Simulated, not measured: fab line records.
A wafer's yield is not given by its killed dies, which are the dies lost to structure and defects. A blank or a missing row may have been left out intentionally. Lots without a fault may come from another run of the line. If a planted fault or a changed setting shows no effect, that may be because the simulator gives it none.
fab line records | flow nandHarc
record: lots: 12 | wafers: 36 | lastDay: 24
route steps=1159 shown P_M1@306 P_M2@333 END@1159
lots with no fault: from the same line, run without faults
startH: hours from the record's opening day to when the first of the lot's shown wafers began | waitH: time in hours since the lot's previous step | " unchanged from the row above | L1.1+2: several wafers, shown together as one row | - no value, or no start was given | * or withheld: withheld | < > ~ a bound
route shown NAME@n: names a module that has steps shown in the file, with the first one's number in the route | usual: mean and standard deviation over wafers with no fault | same: alike in all rows | chamber/n: place in a boat | sites: readings site by site | _std_site: how widely they spread, as a standard deviation | _edge_site: inner sites' mean taken away from outer sites' mean | radiusMm: for every site, how far away it sits from the centre of the wafer | mask NAME#n: copy n | behind: tool/chamber where the wafer was last shaped | hold: why the lot was held/for how many hours/how that ended | device: names the non-switching transistor (n, p or np) | end of line: tests run on the same wafers once the route is complete | for a step that has no rows: nothing shown but its recipe | killed: at the first sort, the dies lost to defects and structure; wafer yield is something else | map: a wafer's dies, x killed, . not, _ none there
set.NAME: the setting that was run; set.NAME@STEP: the one run at that earlier step | model.NAME: the simulator's own value behind a step, which no gauge read
steps of the route over a sample of lots; a table a step, a row a wafer
services: the hour from which a tool's chamber was out of use, counted from the record's first day as startH (under 0 if before that day), plus the number of hours and why
== steps ==
step: NHARC_P_M1_PRE_CLEAN_30
recipe: timeS: 30 | tempC: 280 | gas: H2/He
usual: heaterPowerW: 418/41
lot.wafer | tool          | chamber | startH | waitH | heaterPowerW
L936.1    | pvdSputter-03 | -       | -      | -     | 392
L936.4    | "             | -       | "      | "     | 483
L936.5    | "             | -       | "      | "     | 396
L937.1    | pvdSputter-01 | -       | -      | -     | 458
L937.3    | "             | -       | "      | "     | 385
L937.6    | "             | -       | "      | "     | 382
L939.2    | pvdSputter-03 | -       | -      | -     | 378
L939.4    | "             | -       | "      | "     | 421
L939.5    | "             | -       | "      | "     | 393
L938.4    | pvdSputter-02 | -       | -      | -     | 413
L938.2    | "             | -       | "      | "     | 387
L938.6    | "             | -       | "      | "     | 421
L940.3    | pvdSputter-03 | -       | -      | -     | 408
L940.1    | "             | -       | "      | "     | 391
L940.4    | "             | -       | "      | "     | 399
L941.2    | pvdSputter-01 | -       | -      | -     | 384
L941.3    | "             | -       | "      | "     | 373
L941.6    | "             | -       | "      | "     | 465
L942.2    | pvdSputter-02 | -       | -      | -     | 408
L942.6    | "             | -       | "      | "     | 393
L942.5    | "             | -       | "      | "     | 371
L949.4    | pvdSputter-01 | -       | -      | -     | 362
L949.3    | "             | -       | "      | "     | 383
L949.5    | "             | -       | "      | "     | 369
L951.3    | pvdSputter-01 | -       | -      | -     | 488
L951.6    | "             | -       | "      | "     | 494
L951.5    | "             | -       | "      | "     | 441
L950.3    | pvdSputter-03 | -       | -      | -     | 414
L950.1    | "             | -       | "      | "     | 483
L950.6    | "             | -       | "      | "     | 385
L956.1    | pvdSputter-01 | -       | -      | -     | 360
L956.3    | "             | -       | "      | "     | 489
L956.5    | "             | -       | "      | "     | 354
L958.1    | pvdSputter-03 | -       | -      | -     | 409
L958.6    | "             | -       | "      | "     | 383
L958.5    | "             | -       | "      | "     | 394
step: NHARC_P_M1_PVD_21
recipe: targetThkA: 300 | chamberPressurePa: 5 | powerW: 5000 | substrateTempC: 30 | timeS: 20.49 | material: Cu
usual: throttleValvePct: 30.3/0.83
lot.wafer | tool          | chamber | startH | waitH | throttleValvePct
L936.1    | pvdSputter-03 | -       | -      | -     | 29.4
L936.4    | "             | -       | "      | "     | 31.4
L936.5    | "             | -       | "      | "     | 31.5
L937.3    | pvdSputter-01 | -       | -      | -     | 31.0
L937.1    | "             | -       | "      | "     | 29.6
L937.6    | "             | -       | "      | "     | 29.4
L939.4    | pvdSputter-03 | -       | -      | -     | 30.2
L939.2    | "             | -       | "      | "     | 30.8
L939.5    | "             | -       | "      | "     | 29.4
L938.2    | pvdSputter-02 | -       | -      | -     | 29.4
L938.4    | "             | -       | "      | "     | 30.3
L938.6    | "             | -       | "      | "     | 30.4
L940.1    | pvdSputter-03 | -       | -      | -     | 31.6
L940.4    | "             | -       | "      | "     | 30.4
L940.3    | "             | -       | "      | "     | 29.5
L941.3    | pvdSputter-01 | -       | -      | -     | 30.1
L941.2    | "             | -       | "      | "     | 31.0
L941.6    | "             | -       | "      | "     | 28.5
L942.2    | pvdSputter-02 | -       | -      | -     | 29.3
L942.5    | "             | -       | "      | "     | 29.4
L942.6    | "             | -       | "      | "     | 30.6
L949.3    | pvdSputter-01 | -       | -      | -     | 28.5
L949.4    | "             | -       | "      | "     | 30.5
L949.5    | "             | -       | "      | "     | 28.5
L951.3    | pvdSputter-01 | -       | -      | -     | 28.5
L951.5    | "             | -       | "      | "     | 31.0
L951.6    | "             | -       | "      | "     | 29.8
L950.3    | pvdSputter-03 | -       | -      | -     | 31.1
L950.1    | "             | -       | "      | "     | 31.3
L950.6    | "             | -       | "      | "     | 29.9
L956.3    | pvdSputter-01 | -       | -      | -     | 28.3
L956.1    | "             | -       | "      | "     | 30.8
L956.5    | "             | -       | "      | "     | 30.8
L958.1    | pvdSputter-03 | -       | -      | -     | 29.5
L958.5    | "             | -       | "      | "     | 31.3
L958.6    | "             | -       | "      | "     | 31.1
step: NHARC_P_M2_ETCH_15
recipe: targetDepthA: 1825 | timeS: 91.2 | c4f8FlowSccm: withheld | arFlowSccm: 400 | rfW: 600 | biasW: 300 | chemistry: C4F8/Ar
usual: oesProductAu: 0.944/0.024 | rfVppV: 441.6/2.8 | runLengthS: 112.6/0.38
lot.wafer | tool       | chamber | startH | waitH | oesProductAu | rfHoursCounterH | rfVppV | runLengthS
L936.1    | rieDiel-09 | 0       | 123.57 | -     | 0.923        | 4               | 439.5  | 113.0
L936.4    | "          | 1       | "      | "     | 0.920        | 5               | 443.4  | 112.9
L936.5    | "          | 2       | "      | "     | 0.928        | -               | 444.5  | 112.7
L937.3    | rieDiel-02 | 0       | 124.67 | -     | 0.905        | 46              | 436.9  | 112.5
L937.1    | "          | 1       | "      | "     | 0.935        | 44              | 444.2  | 113.1
L937.6    | "          | 0       | "      | "     | 0.907        | -               | 436.0  | 112.5
L939.4    | rieDiel-05 | 2       | 140.20 | -     | 0.975        | 5               | 439.7  | 112.5
L939.2    | "          | 1       | "      | "     | 0.963        | 5               | 441.0  | 113.0
L939.5    | "          | 2       | "      | "     | 0.977        | -               | 439.4  | 112.5
L938.4    | rieDiel-09 | 1       | 140.51 | -     | 0.938        | 7               | 444.2  | 112.7
L938.2    | "          | 2       | "      | "     | 0.916        | 6               | 447.1  | 112.9
L938.6    | "          | 0       | "      | "     | 0.925        | -               | 440.1  | 113.1
L940.4    | rieDiel-02 | 0       | 142.30 | -     | 0.918        | 52              | 437.9  | 112.6
L940.3    | "          | 1       | "      | "     | 0.931        | 51              | 444.3  | 113.1
L940.1    | "          | 2       | "      | "     | 0.918        | 52              | 443.5  | 112.8
L942.2    | rieDiel-05 | 3       | 153.69 | -     | 0.935        | 6               | 439.7  | 112.3
L942.5    | "          | 1       | "      | "     | 0.930        | -               | 441.1  | 113.4
L942.6    | "          | 2       | "      | "     | 0.912        | -               | 439.6  | 112.3
L941.3    | rieDiel-09 | 1       | 153.74 | -     | 0.925        | 10              | 443.5  | 112.7
L941.2    | "          | 0       | "      | "     | 0.916        | 8               | 439.5  | 113.4
L941.6    | "          | 1       | "      | "     | 0.932        | -               | 445.9  | 112.5
L949.4    | rieDiel-05 | 3       | 209.45 | -     | 0.972        | 1               | 438.4  | 104.7
L949.3    | "          | 2       | "      | "     | 0.949        | 1               | 441.7  | 104.8
L949.5    | "          | 0       | "      | "     | 0.978        | -               | 445.6  | 105.3
L951.3    | rieDiel-05 | 1       | 210.99 | -     | 0.983        | 1               | 442.4  | 106.1
L951.5    | "          | 3       | "      | "     | 0.957        | -               | 440.1  | 104.7
L951.6    | "          | 0       | "      | "     | 0.983        | -               | 445.2  | 105.7
L950.3    | rieDiel-05 | 3       | 216.15 | -     | 0.966        | 2               | 439.5  | 104.8
L950.1    | "          | 0       | "      | "     | 0.990        | 1               | 445.2  | 104.9
L950.6    | "          | 3       | "      | "     | 0.955        | -               | 439.5  | 104.7
L956.1    | rieDiel-09 | 3       | 246.70 | -     | 0.927        | 23              | 443.7  | 112.1
L956.3    | "          | 0       | "      | "     | 0.919        | 23              | 439.7  | 112.8
L956.5    | "          | 2       | "      | "     | 0.919        | -               | 444.1  | 112.7
L958.1    | rieDiel-02 | 1       | 251.45 | -     | 0.927        | 34              | 443.3  | 112.6
L958.6    | "          | 0       | "      | "     | 0.904        | -               | 436.6  | 112.6
L958.5    | "          | 1       | "      | "     | 0.928        | -               | 444.1  | 112.8
step: NHARC_P_M2_THK_MEAS_24
recipe: thkMeasGauge: xrf
usual: thkNm: 144.5/1.6
lot.wafer | tool         | chamber | startH | waitH | thkNm
L936.1    | filmMetro-01 | -       | 125.80 | -     | 143.6
L936.4    | "            | -       | "      | "     | 143.9
L936.5    | "            | -       | "      | "     | 146.2
L937.1    | filmMetro-01 | -       | 127.02 | -     | 146.8
L937.3    | "            | -       | "      | "     | 145.7
L937.6    | "            | -       | "      | "     | 144.1
L939.2    | filmMetro-02 | -       | 142.52 | -     | 143.1
L939.4    | "            | -       | "      | "     | 143.0
L939.5    | "            | -       | "      | "     | 144.8
L938.2    | filmMetro-01 | -       | 143.21 | -     | 148.1
L938.4    | "            | -       | "      | "     | 144.7
L938.6    | "            | -       | "      | "     | 146.4
L940.1    | filmMetro-02 | -       | 144.59 | -     | 141.7
L940.3    | "            | -       | "      | "     | 140.6
L940.4    | "            | -       | "      | "     | 143.6
L942.2    | filmMetro-02 | -       | 155.99 | -     | 146.8
L942.5    | "            | -       | "      | "     | 145.6
L942.6    | "            | -       | "      | "     | 143.5
L941.2    | filmMetro-02 | -       | 156.09 | -     | 141.6
L941.3    | "            | -       | "      | "     | 144.2
L941.6    | "            | -       | "      | "     | 142.0
L949.3    | filmMetro-02 | -       | 211.72 | -     | 144.4
L949.4    | "            | -       | "      | "     | 146.5
L949.5    | "            | -       | "      | "     | 146.1
L951.3    | filmMetro-02 | -       | 213.26 | -     | 145.3
L951.5    | "            | -       | "      | "     | 142.1
L951.6    | "            | -       | "      | "     | 144.0
L950.1    | filmMetro-01 | -       | 218.41 | -     | 145.2
L950.3    | "            | -       | "      | "     | 142.5
L950.6    | "            | -       | "      | "     | 144.6
L956.1    | filmMetro-01 | -       | 248.94 | -     | 145.4
L956.3    | "            | -       | "      | "     | 141.1
L956.5    | "            | -       | "      | "     | 144.3
L958.1    | filmMetro-01 | -       | 255.20 | -     | 145.3
L958.5    | "            | -       | "      | "     | 142.9
L958.6    | "            | -       | "      | "     | 143.4
step: NHARC_END_SORT_01
recipe: tempC: 25
usual: defectLimitedYield: 95.6/1.4 | killedAtArray: 26/9 | killedAtOther: 0.8/1.2 | killedAtPeriphery: 3.2/2.3 | killedDies: 30/9.1 | killedOpen: 3.5/2 | killedShort: 1.8/1.4 | sort_bin_2_pct: 1.4/0.59 | sort_bin_3_pct: 0.25/0.22 | sort_bin_4_pct: 2.8/0.91 | sortNPass: 647/9.1 | sortRimYieldPct: 95.4/3 | sortYieldPct: 95.6/1.4
same: grossDies: 677 | sort_bin_5_pct[%]: 0 | sort_bin_6_pct[%]: 0 | sort_bin_7_pct[%]: 0 | sort_bin_8_pct[%]: 0 | sortRimNGross: 106.00
lot.wafer | tool      | chamber | startH | waitH | defectLimitedYield[%] | killedAtArray | killedAtOther | killedAtPeriphery | killedDies | killedOpen | killedShort | sort_bin_2_pct[%] | sort_bin_3_pct[%] | sort_bin_4_pct[%] | sortNPass | sortRimYieldPct[%] | sortYieldPct[%]
L942.2    | prober-02 | 0       | 471.37 | 2.8   | 97.8                  | 13            | 0             | 2                 | 15         | 3          | 1           | 0.3               | 0.44              | 1.5               | 662       | 96.2               | 97.8
L942.5    | prober-02 | 0       | 473.81 | 3.7   | 95.0                  | 29            | 1             | 4                 | 34         | 3          | 6           | 1.3               | 0.15              | 3.5               | 643       | 92.5               | 95.0
L942.6    | prober-02 | 0       | 474.62 | 4.1   | 96.3                  | 19            | 0             | 6                 | 25         | 3          | 0           | 0.9               | 0.59              | 2.2               | 652       | 93.4               | 96.3
L949.3    | prober-01 | 0       | 515.66 | 3.1   | 94.7                  | 35            | 0             | 1                 | 36         | 3          | 1           | 2.1               | 0                 | 3.2               | 641       | 96.2               | 94.7
L949.4    | prober-01 | 0       | 516.46 | 3.4   | 93.5                  | 43            | 0             | 1                 | 44         | 2          | 2           | 2.1               | 0.15              | 4.3               | 633       | 91.5               | 93.5
L949.5    | prober-01 | 0       | 517.26 | 3.7   | 94.1                  | 40            | 0             | 0                 | 40         | 2          | 1           | 1.8               | 0.59              | 3.5               | 637       | 93.4               | 94.1
L950.1    | prober-01 | 0       | 521.96 | 2.6   | 93.4                  | 42            | 1             | 2                 | 45         | 4          | 2           | 1.9               | 1.03              | 3.7               | 632       | 95.3               | 93.4
L950.3    | prober-01 | 0       | 523.55 | 3.1   | 94.1                  | 38            | 0             | 2                 | 40         | 2          | 4           | 1.6               | 0.74              | 3.5               | 637       | 96.2               | 94.1
L950.6    | prober-01 | 0       | 525.93 | 4.0   | 93.5                  | 42            | 0             | 2                 | 44         | 5          | 1           | 1.5               | 0.30              | 4.7               | 633       | 96.2               | 93.5
L951.3    | prober-02 | 0       | 532.45 | 3.1   | 97.5                  | 15            | 0             | 2                 | 17         | 7          | 2           | 0.4               | 0                 | 2.1               | 660       | 98.1               | 97.5
L951.5    | prober-02 | 0       | 534.07 | 3.7   | 97.8                  | 9             | 0             | 6                 | 15         | 1          | 2           | 1.0               | 0.15              | 1.0               | 662       | 99.1               | 97.8
L951.6    | prober-02 | 0       | 534.88 | 4.1   | 97.6                  | 13            | 1             | 2                 | 16         | 2          | 3           | 0.4               | 0.30              | 1.6               | 661       | 97.2               | 97.6
killed by level:class
L942.2 A_SLIT:chamberFilmFlake=5 A_CONTACT:chamberFilmFlake=3 A_CHANNEL_FILL_D1:geometricParticle:open=2 P_M1:geometricParticle:open=1 A_CHANNEL_FILL_D1:geometricParticle:short=1 P_CONTACT:chamberFilmFlake=1 A_ZERO_WELL:chamberFilmFlake=1 A_CHANNEL_HOLE_D1:chamberFilmFlake=1
L942.5 A_SLIT:chamberFilmFlake=8 A_CONTACT:chamberFilmFlake=7 P_CONTACT:chamberFilmFlake=4 A_CHANNEL_HOLE_D1:chamberFilmFlake=3 A_CHANNEL_HOLE_D1:geometricParticle:short=2 A_WL_FILL:geometricParticle:short=2 A_M0:geometricParticle:short=2 A_M0:geometricParticle:open=2
L942.6 A_SLIT:chamberFilmFlake=12 P_CONTACT:geometricParticle:open=2 P_GATE:chamberFilmFlake=2 P_CONTACT:chamberFilmFlake=2 A_CHANNEL_HOLE_D1:chamberFilmFlake=2 A_STAIRCASE:chamberFilmFlake=2 A_M0:geometricParticle:open=1 A_WL_FILL:chamberFilmFlake=1
L949.3 A_CHANNEL_HOLE_D1:chamberFilmFlake=13 A_SLIT:chamberFilmFlake=12 A_CONTACT:chamberFilmFlake=5 P_CONTACT:geometricParticle:open=1 A_ONON_D1:geometricParticle:short=1 A_ONON_D1:geometricParticle:open=1 A_CONTACT:geometricParticle:open=1 A_CHANNEL_FILL_D1:chamberFilmFlake=1
L949.4 A_CHANNEL_HOLE_D1:chamberFilmFlake=18 A_SLIT:chamberFilmFlake=14 A_CONTACT:chamberFilmFlake=5 P_CONTACT:geometricParticle:open=1 A_CHANNEL_FILL_D1:geometricParticle:short=1 A_CONTACT:geometricParticle:short=1 A_BLC:geometricParticle:open=1 A_CHANNEL_FILL_D1:chamberFilmFlake=1
L949.5 A_CHANNEL_HOLE_D1:chamberFilmFlake=15 A_SLIT:chamberFilmFlake=13 A_CONTACT:chamberFilmFlake=4 A_CHANNEL_FILL_D1:chamberFilmFlake=3 A_STAIRCASE:chamberFilmFlake=2 A_ONON_D1:geometricParticle:short=1 A_CONTACT:geometricParticle:open=1 A_M0:geometricParticle:open=1
L950.1 A_CHANNEL_HOLE_D1:chamberFilmFlake=18 A_SGD_CUT:chamberFilmFlake=10 A_STAIRCASE:chamberFilmFlake=4 A_CONTACT:chamberFilmFlake=4 A_M0:geometricParticle:open=2 A_ONON_D1:geometricParticle:open=1 A_CHANNEL_HOLE_D1:geometricParticle:open=1 A_CHANNEL_HOLE_D1:geometricParticle:short=1
L950.3 A_CHANNEL_HOLE_D1:chamberFilmFlake=20 A_SGD_CUT:chamberFilmFlake=6 A_STAIRCASE:chamberFilmFlake=3 A_CONTACT:chamberFilmFlake=3 P_M2:geometricParticle:open=1 A_ONON_D1:geometricParticle:short=1 A_CHANNEL_FILL_D1:geometricParticle:short=1 A_SGD_CUT:geometricParticle:short=1
L950.6 A_CHANNEL_HOLE_D1:chamberFilmFlake=24 A_STAIRCASE:chamberFilmFlake=5 A_SGD_CUT:chamberFilmFlake=5 A_CONTACT:chamberFilmFlake=3 P_STI:geometricParticle:open=2 A_SGD_CUT:geometricParticle:open=2 A_CHANNEL_HOLE_D1:geometricParticle:short=1 A_CONTACT:geometricParticle:open=1
L951.3 A_STAIRCASE:chamberFilmFlake=3 A_ZERO_WELL:chamberFilmFlake=2 A_CONTACT:chamberFilmFlake=2 P_GATE:geometricParticle:open=1 P_M0:geometricParticle:open=1 A_CHANNEL_HOLE_D1:geometricParticle:open=1 A_CHANNEL_FILL_D1:geometricParticle:short=1 A_CHANNEL_FILL_D1:geometricParticle:open=1
L951.5 A_CHANNEL_HOLE_D1:chamberFilmFlake=3 P_GATE:chamberFilmFlake=2 A_CONTACT:chamberFilmFlake=2 P_M0:geometricParticle:open=1 P_M0:geometricParticle:short=1 A_M0:geometricParticle:short=1 P_ZERO_WELL:chamberFilmFlake=1 P_M0:chamberFilmFlake=1
L951.6 A_STAIRCASE:chamberFilmFlake=3 A_CHANNEL_HOLE_D1:chamberFilmFlake=2 A_CONTACT:chamberFilmFlake=2 A_CHANNEL_FILL_D1:geometricParticle:short=1 A_SGD_CUT:geometricParticle:short=1 A_WL_FILL:geometricParticle:open=1 A_M0:geometricParticle:open=1 P_GATE:chamberFilmFlake=1
== services ==
tool          | chamber | startH | hours | kind
pvdSputter-03 | -       | 106.96 | 10.0  | pm
rieDiel-02    | 3       | 112.53 | 7.5   | repair
rieDiel-05    | 0       | 118.10 | -     | clean
rieDiel-05    | 1       | 118.10 | -     | clean
rieDiel-05    | 2       | 118.10 | -     | clean
rieDiel-05    | 3       | 118.10 | -     | clean
rieDiel-09    | 2       | 127.21 | 3.8   | repair
rieDiel-05    | 2       | 138.57 | 1.3   | repair
rieDiel-05    | 0       | 142.60 | -     | clean
rieDiel-05    | 1       | 142.60 | -     | clean
rieDiel-05    | 2       | 142.60 | -     | clean
rieDiel-05    | 3       | 142.60 | -     | clean
rieDiel-02    | -       | 150.74 | 9.0   | pm
pvdSputter-01 | -       | 160.94 | 10.0  | pm
rieDiel-05    | -       | 163.60 | 9.0   | pm
rieDiel-05    | 0       | 163.60 | 9.0   | ventCycle
rieDiel-05    | 1       | 163.60 | 9.0   | ventCycle
rieDiel-05    | 2       | 163.60 | 9.0   | ventCycle
rieDiel-05    | 3       | 163.60 | 9.0   | ventCycle
rieDiel-02    | 1       | 175.79 | 11.4  | repair
rieDiel-02    | 2       | 179.03 | 4.7   | repair
rieDiel-09    | -       | 194.31 | 1.1   | repair
rieDiel-09    | -       | 196.40 | 1.0   | repair
pvdSputter-02 | -       | 214.00 | 10.0  | pm
== key ==
firstSign: step: NHARC_P_M2_ETCH_15 | reading: runLengthS | direction: down | sigmas: 20 | usual: * | struck: *
effect none on later readings
metAt NHARC_P_M2_ETCH_15
struckLots L949,L950,L951
notActingAt NHARC_P_M1_PRE_CLEAN_30,NHARC_P_M1_PVD_21,NHARC_P_M2_THK_MEAS_24
onsetBetween 153.69 209.45
fault: kind: processParameterDrift | tool: rieDiel-05 | chamber: - | onsetH: 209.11 | steps: NHARC_P_M2_ETCH_15 | channel: timeS | offset: * | shape: step | endH: 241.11 | actsIn: * | stated: *
